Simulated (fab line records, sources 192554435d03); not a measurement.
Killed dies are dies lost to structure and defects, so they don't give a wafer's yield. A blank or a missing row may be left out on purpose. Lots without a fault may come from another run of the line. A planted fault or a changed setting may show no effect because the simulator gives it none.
fab line records | flow n5_finfet
record lots=7 wafers=39
route steps=1938 shown BEOL_M6@1194 BEOL_M7@1308
start_h: hours from the record's first day to the start of the lot's first wafer shown | wait_h: hours since the lot's step before | " the same as in the row above | L1.1+2: a row that stands for several wafers | - no value, or no start given | * or withheld: withheld | < > ~ a bound
route shown NAME@n: a module of which the file shows steps, and the number in the route of the first | usual: mean/standard deviation of fault-free wafers | same: alike in all rows | chamber/n: place in a boat | sites: the reading at each site | _std_site: their standard deviation | _edge_site: outer sites' mean less inner sites' | radius_mm: how far each site lies from the wafer's centre | mask NAME#n: copy n | behind: the tool/chamber that last shaped the wafer | hold: why the lot was held/for how many hours/how that ended | device: the transistor (n, p or np) that didn't switch | end of line: the same wafers' tests at the end of the route | a step without rows: its recipe alone | killed: dies lost to structure and defects at the first sort, not the wafer's yield | map: a wafer's dies, x killed, . not, _ none there
set.NAME: the setting as run; set.NAME@STEP: as run at that earlier step | model.NAME: the simulator's own value behind a step, which no gauge read
lots whose settings were changed on purpose; a table a step, a row a wafer
## steps
# step N5_BEOL_M6_ILD_DEP_00
# recipe material=SiCOH_lowk target_thk_a=1797.5 temp_c=300 precursor=DEMS/porogen pressure_torr=5 rf_w=500 time_s=33.4
# columns lot.wafer tool chamber start_h wait_h set.target_thk_a model.SiCOH_lowk_of_BEOL_M6_ILD_DEP_00.thk_nm
L075.1 pecvd-04 1 222.36 0.0 1797.5 181.2
L075.2 " 0 " " 1797.5 177.4
L075.3 " 2 " " 2384 237.8
L075.4 " 2 " " 1797.5 179.6
L075.5 " 1 " " 2384 243.2
L075.6 " 0 " " 2384 240.2
L078.1 pecvd-03 1 246.11 0.0 1797.5 178
L078.2 " 0 " " 2697 266.6
L078.3 " 2 " " 1797.5 178.8
L078.4 " 0 " " 1797.5 180.2
L078.5 " 1 " " 2697 270
L078.6 " 2 " " 2697 271.2
L082.1 pecvd-03 1 256.71 0.0 1797.5 176.4
L082.2 " 0 " " 1797.5 176.2
L082.3 " 2 " " 1797.5 178.8
L082.4 " 2 " " 1797.5 181.4
L082.5 " 1 " " 1797.5 180.2
L082.6 " 0 " " 1797.5 180
L085.1 pecvd-04 0 287.31 0.0 955.5 97.2
L085.2 " 2 " " 1797.5 180.6
L085.3 " 1 " " 1797.5 182.6
L085.4 " 0 " " 1797.5 184.2
L085.5 " 2 " " 955.5 96.2
L085.6 " 1 " " 955.5 100.8
L088.1 pecvd-03 1 318.40 0.0 1797.5 181.6
L088.2 " 2 " " 1797.5 180.6
L088.4 " 2 " " 1797.5 184.6
L091.1 pecvd-02 1 319.61 0.0 1797.5 178.4
L091.2 " 2 " " 1797.5 176
L091.3 " 0 " " 1797.5 176.4
L091.4 " 1 " " 1797.5 181.8
L091.5 " 0 " " 1797.5 180.6
L091.6 " 2 " " 1797.5 177.6
L097.1 pecvd-02 0 353.13 0.0 1797.5 178.2
L097.2 " 2 " " 1040 101.8
L097.3 " 0 " " 1040 104.8
L097.4 " 2 " " 1797.5 181
L097.5 " 2 " " 1040 104.2
L097.6 " 0 " " 1797.5 181.4
# step N5_BEOL_M6_CURE_74
# recipe temp_c=385 time_s=240 ambient=He/Ar material=SiCOH_lowk
# columns lot.wafer tool chamber start_h wait_h set.target_thk_a@BEOL_M6_ILD_DEP_00 model.SiCOH_lowk_of_BEOL_M6_ILD_DEP_00.thk_nm
L075.1 uv_cure-01 0 222.43 0.0 1797.5 156.4
L075.2 " 0 " " 1797.5 153
L075.3 " 0 " " 2384 205.8
L075.4 " 0 " " 1797.5 155
L075.5 " 0 " " 2384 210.6
L075.6 " 0 " " 2384 207.8
L078.1 uv_cure-01 0 246.18 0.0 1797.5 153.4
L078.2 " 0 " " 2697 231
L078.3 " 0 " " 1797.5 154.2
L078.4 " 0 " " 1797.5 155.4
L078.5 " 0 " " 2697 234
L078.6 " 0 " " 2697 235
L082.1 uv_cure-03 0 256.77 0.0 1797.5 152.2
L082.2 " 0 " " 1797.5 151.8
L082.3 " 0 " " 1797.5 154.2
L082.4 " 0 " " 1797.5 156.6
L082.5 " 0 " " 1797.5 155.4
L082.6 " 0 " " 1797.5 155.2
L085.1 uv_cure-03 2 287.38 0.0 955.5 83.4
L085.2 " 2 " " 1797.5 155.6
L085.3 " 2 " " 1797.5 157.6
L085.4 " 2 " " 1797.5 158.8
L085.5 " 2 " " 955.5 82.6
L085.6 " 2 " " 955.5 86.6
L088.1 uv_cure-01 1 318.46 0.0 1797.5 156.6
L088.2 " 1 " " 1797.5 155.8
L088.4 " 1 " " 1797.5 159.4
L091.1 uv_cure-03 2 319.67 0.0 1797.5 153.8
L091.2 " 2 " " 1797.5 151.6
L091.3 " 2 " " 1797.5 152.2
L091.4 " 2 " " 1797.5 156.8
L091.5 " 2 " " 1797.5 155.8
L091.6 " 2 " " 1797.5 153.2
L097.1 uv_cure-01 1 353.22 0.1 1797.5 153.6
L097.2 " 1 " " 1040 87.4
L097.3 " 1 " " 1040 90
L097.4 " 1 " " 1797.5 156.2
L097.5 " 1 " " 1040 89.4
L097.6 " 1 " " 1797.5 156.4
# step N5_BEOL_M6_THK_MEAS_01
# recipe reads=SiCOH_lowk_of_BEOL_M6_ILD_DEP_00
# usual M6_ILD_THK=155.2/2.2
# columns lot.wafer tool chamber start_h wait_h set.target_thk_a@BEOL_M6_ILD_DEP_00 M6_ILD_THK[nm]
L075.1 film_metro-02 - 222.94 0.4 1797.5 156.4
L075.2 " - " " 1797.5 153.0
L075.3 " - " " 2384 205.6
L075.4 " - " " 1797.5 154.9
L075.5 " - " " 2384 210.6
L075.6 " - " " 2384 207.8
L078.1 film_metro-02 - 246.69 0.4 1797.5 153.3
L078.2 " - " " 2697 231.1
L078.3 " - " " 1797.5 154.2
L078.4 " - " " 1797.5 155.5
L078.5 " - " " 2697 233.9
L078.6 " - " " 2697 234.9
L082.1 film_metro-02 - 257.29 0.4 1797.5 152.2
L082.2 " - " " 1797.5 152.0
L082.3 " - " " 1797.5 154.2
L082.4 " - " " 1797.5 156.5
L082.5 " - " " 1797.5 155.4
L082.6 " - " " 1797.5 155.3
L085.1 film_metro-02 - 288.39 0.8 955.5 83.4
L085.2 " - " " 1797.5 155.7
L085.3 " - " " 1797.5 157.5
L085.4 " - " " 1797.5 159.0
L085.5 " - " " 955.5 82.5
L085.6 " - " " 955.5 86.5
L088.1 film_metro-02 - 318.97 0.4 1797.5 156.5
L088.2 " - " " 1797.5 155.8
L088.4 " - " " 1797.5 159.3
L091.1 film_metro-02 - 320.18 0.4 1797.5 153.7
L091.2 " - " " 1797.5 151.6
L091.3 " - " " 1797.5 152.2
L091.4 " - " " 1797.5 156.9
L091.5 " - " " 1797.5 155.7
L091.6 " - " " 1797.5 153.1
L097.1 film_metro-02 - 353.73 0.4 1797.5 153.5
L097.2 " - " " 1040 87.4
L097.3 " - " " 1040 90.0
L097.4 " - " " 1797.5 156.1
L097.5 " - " " 1040 89.4
L097.6 " - " " 1797.5 156.4
# step N5_BEOL_M7_TRENCH_ETCH_37
# recipe chemistry=C4F6/O2 target_depth_a=934.78 target=SiCOH_lowk time_s=31.2 ion_energy_ev=250 pressure_mtorr=30 source_w=345 bias_w=185 Ar_flow_sccm=300 C4F6_flow_sccm=10 O2_flow_sccm=10
# columns lot.wafer tool chamber start_h wait_h set.target_depth_a model.BEOL_M7.feature_depth_nm model.etch.depth_nm model.TiN_of_BEOL_M7_HM_DEP_02.thk_nm
L075.1 rie_diel-02 2 - - 934.78 91 91.04 17.4
L075.2 " 3 " " 934.78 95.8 95.82 17
L075.3 " 0 " " 934.78 91.8 91.84 17.2
L075.4 " 1 " " 934.78 94.6 94.62 17
L075.5 " 3 " " 934.78 95.2 95.29 17.2
L075.6 " 0 " " 934.78 91.4 91.41 17.4
L078.1 rie_diel-02 1 - - 934.78 94.6 94.63 17
L078.2 " 2 " " 674.1 66 65.94 18
L078.3 " 3 " " 934.78 93.4 93.48 17
L078.4 " 0 " " 674.1 65 65.07 18.4
L078.5 " 2 " " 674.1 66.4 66.3 18.2
L078.6 " 3 " " 934.78 94.6 94.51 17.2
L082.1 rie_diel-02 1 - - 934.78 93.4 93.34 17.8
L082.2 " 0 " " 624.2 61 60.94 18.6
L082.3 " 2 " " 934.78 91.2 91.12 17.8
L082.4 " 3 " " 624.2 62.4 62.31 18.2
L082.5 " 1 " " 934.78 93.6 93.58 17.6
L082.6 " 0 " " 624.2 60.6 60.69 18.4
L085.1 rie_diel-02 1 - - 1377 135.6 135.5 16.2
L085.2 " 2 " " 934.78 90.6 90.68 17.8
L085.3 " 0 " " 934.78 90.6 90.61 17.4
L085.4 " 3 " " 1377 136.8 136.9 16.2
L085.5 " 0 " " 1377 133.4 133.5 16.6
L085.6 " 1 " " 934.78 93.2 93.26 17.4
L091.1 rie_diel-05 1 - - 934.78 92.4 92.39 17.4
L091.2 " 0 " " 705.9 69 69.01 17.8
L091.3 " 3 " " 934.78 94.4 94.34 17
L091.4 " 2 " " 934.78 92.8 92.88 16.8
L091.5 " 3 " " 705.9 70.6 70.54 17.8
L091.6 " 2 " " 705.9 71 71.1 17.6
L088.1 rie_diel-05 1 - - 934.78 92.2 92.28 17.4
L088.2 " 3 " " 934.78 94.2 94.14 17.4
L088.4 " 0 " " 934.78 93 93.06 17.4
L097.1 rie_diel-05 2 - - 588.6 58.6 58.67 18.2
L097.2 " 0 " " 588.6 58 58.05 18.4
L097.3 " 3 " " 934.78 93.2 93.21 17.4
L097.4 " 1 " " 934.78 91.4 91.48 17.2
L097.5 " 2 " " 934.78 92.8 92.84 17.2
L097.6 " 1 " " 588.6 57.4 57.32 18.4
# step N5_BEOL_M7_ETCH_41
# recipe chemistry=CH3F/O2 target=SiCN target_depth_a=319 taper_deg=2 time_s=57.8 ion_energy_ev=120 mask_material=TiN pressure_mtorr=30 source_w=395 bias_w=75 Ar_flow_sccm=150 CH3F_flow_sccm=30 O2_flow_sccm=20
# step N5_BEOL_M7_STRIP_80
# recipe chemistry=N2/H2 time_s=10 power_w=450 temp_c=40 pressure_mtorr=20 rf_frequency_hz=6e+07 bias_power_w=7 n2_flow_sccm=200 h2_flow_sccm=200
# step N5_BEOL_M7_OCD_MEAS_38
# usual trench_depth_nm=93.1/1.5
# columns lot.wafer tool chamber start_h wait_h set.target_depth_a@BEOL_M7_TRENCH_ETCH_37 trench_depth_nm
L075.1 ocd-01 - 236.31 - 934.78 91.4
L075.2 " - " " 934.78 95.5
L075.3 " - " " 934.78 91.8
L075.4 " - " " 934.78 94.9
L075.5 " - " " 934.78 95.3
L075.6 " - " " 934.78 91.4
L078.1 ocd-02 - 259.81 - 934.78 94.2
L078.2 " - " " 674.1 65.8
L078.3 " - " " 934.78 93.6
L078.4 " - " " 674.1 65.4
L078.5 " - " " 674.1 66.4
L078.6 " - " " 934.78 94.6
L082.1 ocd-01 - 271.22 - 934.78 93.2
L082.2 " - " " 624.2 61.1
L082.3 " - " " 934.78 91.1
L082.4 " - " " 624.2 62.0
L082.5 " - " " 934.78 93.7
L082.6 " - " " 624.2 60.9
L085.1 ocd-01 - 302.31 - 1377 135.7
L085.2 " - " " 934.78 90.8
L085.3 " - " " 934.78 90.4
L085.4 " - " " 1377 137.0
L085.5 " - " " 1377 133.0
L085.6 " - " " 934.78 92.7
L091.1 ocd-02 - 331.52 - 934.78 91.9
L091.2 " - " " 705.9 68.9
L091.3 " - " " 934.78 94.5
L091.4 " - " " 934.78 93.0
L091.5 " - " " 705.9 70.8
L091.6 " - " " 705.9 71.4
L088.1 ocd-01 - 335.63 - 934.78 92.4
L088.2 " - " " 934.78 94.1
L088.4 " - " " 934.78 92.7
L097.1 ocd-02 - 367.11 - 588.6 58.8
L097.2 " - " " 588.6 57.9
L097.3 " - " " 934.78 93.2
L097.4 " - " " 934.78 91.4
L097.5 " - " " 934.78 92.8
L097.6 " - " " 588.6 56.9
# step N5_BEOL_M7_HM_STRIP_39
# recipe chemistry=peroxide_tin_strip material=TiN target_depth_a=250 temp_c=50 time_s=158
# step N5_BEOL_M7_SRD_40
# recipe time_s=30 temp_c=23 rinse_liquid=diw dry=ipa_marangoni
# step N5_BEOL_M7_ECD_50
# recipe material=Cu target_thk_a=3000
# step N5_BEOL_M7_ANNEAL_51
# recipe temp_c=225 time_s=90 ambient=N2
# step N5_BEOL_M7_CMP_52
# recipe stop_on=SiCOH_lowk t_overpolish_s=6.9 down_force_psi=1 platen_rpm=50 clearing_platen_down_force_psi=1.5 clearing_platen_rpm=50 post_cmp_clean=cu_alkaline target_thk_nm=80 clearing_platen_pad_velocity_m_s=0.99484 pad_velocity_m_s=0.99484
# columns lot.wafer tool chamber start_h wait_h set.target_depth_a@BEOL_M7_TRENCH_ETCH_37 model.Cu_of_BEOL_M7_ECD_50.thk_nm
L075.2 cmp-04 2 239.30 0.2 934.78 82.6
L075.3 " 3 " " 934.78 79.2
L075.1 " 0 " " 934.78 76.6
L075.4 " 1 " " 934.78 81.8
L075.5 " 2 " " 934.78 82.2
L075.6 " 3 " " 934.78 78.2
L078.2 cmp-02 1 261.61 0.2 674.1 52.6
L078.3 " 2 " " 934.78 78.6
L078.4 " 3 " " 674.1 50.8
L078.1 " 0 " " 934.78 80.2
L078.6 " 1 " " 934.78 81
L078.5 " 2 " " 674.1 51.6
L082.4 cmp-02 2 274.00 0.1 624.2 50.8
L082.1 " 3 " " 934.78 80.8
L082.3 " 0 " " 934.78 78.2
L082.2 " 1 " " 624.2 49.8
L082.5 " 2 " " 934.78 80.4
L082.6 " 3 " " 624.2 47.6
L085.3 cmp-04 0 304.60 0.2 934.78 74
L085.2 " 1 " " 934.78 75.2
L085.4 " 2 " " 1377 122.8
L085.1 " 3 " " 1377 121.2
L085.6 " 0 " " 934.78 77.4
L085.5 " 1 " " 1377 118.8
L091.3 cmp-04 1 334.06 0.2 934.78 80
L091.1 " 2 " " 934.78 78
L091.4 " 3 " " 934.78 79.8
L091.2 " 0 " " 705.9 53
L091.6 " 1 " " 705.9 58
L091.5 " 2 " " 705.9 57.4
L088.1 cmp-04 0 337.83 0.3 934.78 77
L088.2 " 1 " " 934.78 81.6
L088.4 " 2 " " 934.78 80.2
L097.2 cmp-04 1 370.35 0.3 588.6 43
L097.3 " 2 " " 934.78 79.2
L097.1 " 3 " " 588.6 44.2
L097.4 " 0 " " 934.78 75.6
L097.5 " 1 " " 934.78 78.8
L097.6 " 2 " " 588.6 43.6
# step N5_BEOL_M7_THK_MEAS_53
# recipe thk_meas_gauge=xrf reads=Cu_of_BEOL_M7_ECD_50
# usual M7_THK=79.4/2
# columns lot.wafer tool chamber start_h wait_h set.target_depth_a@BEOL_M7_TRENCH_ETCH_37 M7_THK[nm]
L075.1 film_metro-01 - 239.59 - 934.78 76.1
L075.2 " - " " 934.78 82.4
L075.3 " - " " 934.78 78.9
L075.4 " - " " 934.78 81.5
L075.5 " - " " 934.78 82.1
L075.6 " - " " 934.78 77.5
L078.1 film_metro-01 - 261.91 - 934.78 79.3
L078.2 " - " " 674.1 52.0
L078.3 " - " " 934.78 78.1
L078.4 " - " " 674.1 50.2
L078.5 " - " " 674.1 51.1
L078.6 " - " " 934.78 80.3
L082.1 film_metro-02 - 274.29 - 934.78 79.9
L082.2 " - " " 624.2 49.3
L082.3 " - " " 934.78 77.0
L082.4 " - " " 624.2 50.3
L082.5 " - " " 934.78 79.5
L082.6 " - " " 624.2 47.4
L085.1 film_metro-01 - 304.89 - 1377 121.1
L085.2 " - " " 934.78 75.3
L085.3 " - " " 934.78 74.0
L085.4 " - " " 1377 123.1
L085.5 " - " " 1377 119.0
L085.6 " - " " 934.78 77.6
L091.1 film_metro-01 - 334.35 - 934.78 78.1
L091.2 " - " " 705.9 53.1
L091.3 " - " " 934.78 80.1
L091.4 " - " " 934.78 80.1
L091.5 " - " " 705.9 57.5
L091.6 " - " " 705.9 58.1
L088.1 film_metro-02 - 338.12 - 934.78 77.6
L088.2 " - " " 934.78 81.9
L088.4 " - " " 934.78 80.2
L097.1 film_metro-01 - 370.64 - 588.6 44.2
L097.2 " - " " 588.6 43.4
L097.3 " - " " 934.78 79.3
L097.4 " - " " 934.78 75.9
L097.5 " - " " 934.78 79.0
L097.6 " - " " 588.6 43.6
# step N5_BEOL_M7_PRE_CLEAN_55
# recipe gas=NH3 time_s=15 temp_c=withheld rf_power_w=300
# step N5_BEOL_M7_DEP_56
# recipe material=SiCN target_thk_a=100 temp_c=withheld precursor=3MS/NH3 pressure_torr=3 rf_w=202 time_s=17.5
# step N5_BEOL_M7_RS_MEAS_57
# recipe thk_meas_gauge=four-point-probe reads=Cu_of_BEOL_M7_ECD_50+Co_of_BEOL_M7_CVD_78+TaN_of_BEOL_M7_ALD_77
# usual M7_RS=0.289/0.0085
# columns lot.wafer tool chamber start_h wait_h set.target_depth_a@BEOL_M7_TRENCH_ETCH_37 M7_RS[ohm/sq]
L075.1 film_metro-02 - 239.72 0.1 934.78 0.301
L075.2 " - " " 934.78 0.275
L075.3 " - " " 934.78 0.290
L075.4 " - " " 934.78 0.278
L075.5 " - " " 934.78 0.277
L075.6 " - " " 934.78 0.294
L078.1 film_metro-01 - 262.04 0.1 934.78 0.285
L078.2 " - " " 674.1 0.475
L078.3 " - " " 934.78 0.293
L078.4 " - " " 674.1 0.497
L078.5 " - " " 674.1 0.486
L078.6 " - " " 934.78 0.282
L082.1 film_metro-01 - 274.42 0.1 934.78 0.282
L082.2 " - " " 624.2 0.507
L082.3 " - " " 934.78 0.294
L082.4 " - " " 624.2 0.495
L082.5 " - " " 934.78 0.284
L082.6 " - " " 624.2 0.537
L085.1 film_metro-02 - 305.02 0.1 1377 0.178
L085.2 " - " " 934.78 0.308
L085.3 " - " " 934.78 0.313
L085.4 " - " " 1377 0.175
L085.5 " - " " 1377 0.182
L085.6 " - " " 934.78 0.297
L091.1 film_metro-01 - 334.48 0.1 934.78 0.294
L091.2 " - " " 705.9 0.471
L091.3 " - " " 934.78 0.287
L091.4 " - " " 934.78 0.287
L091.5 " - " " 705.9 0.427
L091.6 " - " " 705.9 0.422
L088.1 film_metro-02 - 338.25 0.1 934.78 0.299
L088.2 " - " " 934.78 0.280
L088.4 " - " " 934.78 0.286
L097.1 film_metro-01 - 370.80 0.1 588.6 0.593
L097.2 " - " " 588.6 0.611
L097.3 " - " " 934.78 0.290
L097.4 " - " " 934.78 0.306
L097.5 " - " " 934.78 0.291
L097.6 " - " " 588.6 0.601
## key
split step=N5_BEOL_M6_ILD_DEP_00 setting=target_thk_a stated=1797.5 by=wafer
response step=N5_BEOL_M6_ILD_DEP_00 reading=model.SiCOH_lowk_of_BEOL_M6_ILD_DEP_00.thk_nm change=+1.82 per=1% r=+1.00
response step=N5_BEOL_M6_CURE_74 reading=model.SiCOH_lowk_of_BEOL_M6_ILD_DEP_00.thk_nm change=+1.58 per=1% r=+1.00
response step=N5_BEOL_M6_THK_MEAS_01 reading=M6_ILD_THK change=+1.58 per=1% r=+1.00
split step=N5_BEOL_M7_TRENCH_ETCH_37 setting=target_depth_a stated=934.78 by=wafer
response step=N5_BEOL_M7_TRENCH_ETCH_37 reading=model.BEOL_M7.feature_depth_nm change=+0.944 per=1% r=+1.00
response step=N5_BEOL_M7_TRENCH_ETCH_37 reading=model.etch.depth_nm change=+0.944 per=1% r=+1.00
response step=N5_BEOL_M7_TRENCH_ETCH_37 reading=model.TiN_of_BEOL_M7_HM_DEP_02.thk_nm change=-0.0273 per=1% r=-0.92
response step=N5_BEOL_M7_OCD_MEAS_38 reading=trench_depth_nm change=+0.943 per=1% r=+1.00
response step=N5_BEOL_M7_CMP_52 reading=model.Cu_of_BEOL_M7_ECD_50.thk_nm change=+0.949 per=1% r=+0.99
response step=N5_BEOL_M7_THK_MEAS_53 reading=M7_THK change=+0.947 per=1% r=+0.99
response step=N5_BEOL_M7_RS_MEAS_57 reading=M7_RS shape=bent at_lowest=0.602 at_stated=0.290 at_highest=0.178
